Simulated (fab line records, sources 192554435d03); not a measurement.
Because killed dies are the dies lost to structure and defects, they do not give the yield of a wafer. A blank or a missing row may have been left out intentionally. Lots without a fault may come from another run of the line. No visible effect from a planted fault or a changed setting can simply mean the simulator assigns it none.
Split-lot trial :: flow n5-finfet :: 21 wafers read across 7 lots, on a route 1938 steps long

== ABOUT THE SPLIT ==
At N5_FIN_CUT_EXPOSE_05 (exposes mask FIN CUT), the setting dose-mj was moved away from the recipe's 45.75 on 10 of the 21 wafers read, by -6.9% to +5.9%. All remaining wafers had this setting at the recipe value.

== FROM THE SPLIT TO THE READING: what the file shows between them, 2 steps ==
- N5_FIN_CUT_PEB_06: peb time 60 s
- N5_FIN_CUT_DEVELOP_07: develop time 30 s

== THE READING ==
cd-nm, in nm, at N5_FIN_CUT_CD_MEAS_08 (target cd 29.1 nm). Fault-free wafers of this fab line usually give 29.06 nm, standard deviation 0.22 nm.

wafer: L075.1
tool, chamber at the split: euv-scanner-02, 0
dose-mj as run: 44.45
against the recipe: -2.8%
cd-nm, nm: 28.89
against lot-mates on the recipe: -0.18

wafer: L075.2
tool, chamber at the split: euv-scanner-02, 0
dose-mj as run: 44.45
against the recipe: -2.8%
cd-nm, nm: 28.82
against lot-mates on the recipe: -0.25

wafer: L075.6
tool, chamber at the split: euv-scanner-02, 0
dose-mj as run: 45.75
against the recipe: recipe
cd-nm, nm: 29.07
against lot-mates on the recipe: -

wafer: L076.1
tool, chamber at the split: euv-scanner-01, 0
dose-mj as run: 48.46
against the recipe: +5.9%
cd-nm, nm: 29.94
against lot-mates on the recipe: +0.60

wafer: L076.3
tool, chamber at the split: euv-scanner-01, 0
dose-mj as run: 45.75
against the recipe: recipe
cd-nm, nm: 29.34
against lot-mates on the recipe: -

wafer: L076.5
tool, chamber at the split: euv-scanner-01, 0
dose-mj as run: 48.46
against the recipe: +5.9%
cd-nm, nm: 30.41
against lot-mates on the recipe: +1.07

wafer: L080.2
tool, chamber at the split: euv-scanner-02, 0
dose-mj as run: 45.75
against the recipe: recipe
cd-nm, nm: 29.14
against lot-mates on the recipe: -

wafer: L080.3
tool, chamber at the split: euv-scanner-02, 0
dose-mj as run: 48.06
against the recipe: +5.0%
cd-nm, nm: 30.11
against lot-mates on the recipe: +1.09

wafer: L080.4
tool, chamber at the split: euv-scanner-02, 0
dose-mj as run: 45.75
against the recipe: recipe
cd-nm, nm: 28.91
against lot-mates on the recipe: -

wafer: L083.3
tool, chamber at the split: euv-scanner-01, 0
dose-mj as run: 45.75
against the recipe: recipe
cd-nm, nm: 28.74
against lot-mates on the recipe: -

wafer: L083.4
tool, chamber at the split: euv-scanner-01, 0
dose-mj as run: 43.78
against the recipe: -4.3%
cd-nm, nm: 28.67
against lot-mates on the recipe: -0.07

wafer: L083.5
tool, chamber at the split: euv-scanner-01, 0
dose-mj as run: 43.78
against the recipe: -4.3%
cd-nm, nm: 28.09
against lot-mates on the recipe: -0.65

wafer: L084.1
tool, chamber at the split: euv-scanner-01, 0
dose-mj as run: 45.75
against the recipe: recipe
cd-nm, nm: 29.13
against lot-mates on the recipe: -

wafer: L084.2
tool, chamber at the split: euv-scanner-01, 0
dose-mj as run: 43.49
against the recipe: -4.9%
cd-nm, nm: 28.04
against lot-mates on the recipe: -1.09

wafer: L084.5
tool, chamber at the split: euv-scanner-01, 0
dose-mj as run: 43.49
against the recipe: -4.9%
cd-nm, nm: 27.85
against lot-mates on the recipe: -1.28

wafer: L092.3
tool, chamber at the split: euv-scanner-01, 0
dose-mj as run: 45.75
against the recipe: recipe
cd-nm, nm: 28.84
against lot-mates on the recipe: -

wafer: L092.4
tool, chamber at the split: euv-scanner-01, 0
dose-mj as run: 45.75
against the recipe: recipe
cd-nm, nm: 29.11
against lot-mates on the recipe: -

wafer: L092.5
tool, chamber at the split: euv-scanner-01, 0
dose-mj as run: 45.75
against the recipe: recipe
cd-nm, nm: 29.08
against lot-mates on the recipe: -

wafer: L094.1
tool, chamber at the split: euv-scanner-01, 0
dose-mj as run: 42.59
against the recipe: -6.9%
cd-nm, nm: 27.87
against lot-mates on the recipe: -0.91

wafer: L094.4
tool, chamber at the split: euv-scanner-01, 0
dose-mj as run: 45.75
against the recipe: recipe
cd-nm, nm: 29.10
against lot-mates on the recipe: -

wafer: L094.5
tool, chamber at the split: euv-scanner-01, 0
dose-mj as run: 45.75
against the recipe: recipe
cd-nm, nm: 28.46
against lot-mates on the recipe: -

FIT RESULTS
A straight line over all 21 wafers: cd-nm changes by +0.182 nm for each +1% of dose-mj; r = +0.93; the points scatter about the line by 0.26 nm.
The same after taking each lot's own level away (the mean of its wafers on the recipe; 21 wafers): +0.155 nm for each +1%; r = +0.90; scatter 0.27 nm.
The reading moves by 1.1 nm for the largest change in dose-mj, on that fit.
The lots' own levels span 28.740 to 29.340 nm, that is 2.7 times the standard deviation above.
So the slope is not independent of the lot-to-lot level: the two fits are not the same.
Check: -1.08 nm against its lot-mates is what the line predicts for one of the wafers moved furthest among these (-6.9%) when that wafer is left out of the fit. It came out at -0.91 nm against them.

== THE WHOLE CHAIN: every reading that the file lists as answering this split, in the file's order ==
step: N5_FIN_CUT_CD_MEAS_08
what it does: target cd 29.1 nm
reading: cd-nm
change (the file's fit): +0.155 nm for each +1% of the setting
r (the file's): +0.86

step: N5_FIN_CUT_ETCH_30
what it does: etches underlayer in N2/H2, target depth 13 nm, time 10.4 s
reading: FIN_CUT.cd-offset-nm (the simulator's own value, which no gauge read)
change (the file's fit): +0.193 nm for each +1% of the setting
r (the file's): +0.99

step: N5_FIN_CUT_ETCH_20
what it does: etches SiARC in CF4, target depth 26 nm, time 43.3 s
reading: FIN_CUT.cd-offset-nm (the simulator's own value, which no gauge read)
change (the file's fit): +0.176 nm for each +1% of the setting
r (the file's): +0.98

step: N5_FIN_CUT_CUT_ETCH_26
what it does: etches SiNx in CH3F/O2, target depth 39 nm, time 55.7 s
reading: FIN_CUT.cd-offset-nm (the simulator's own value, which no gauge read)
change (the file's fit): +0.197 nm for each +1% of the setting
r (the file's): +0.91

== THE FILE'S OWN FIT ==
cd-nm changes by +0.155 nm for each +1% of dose-mj, r = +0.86.
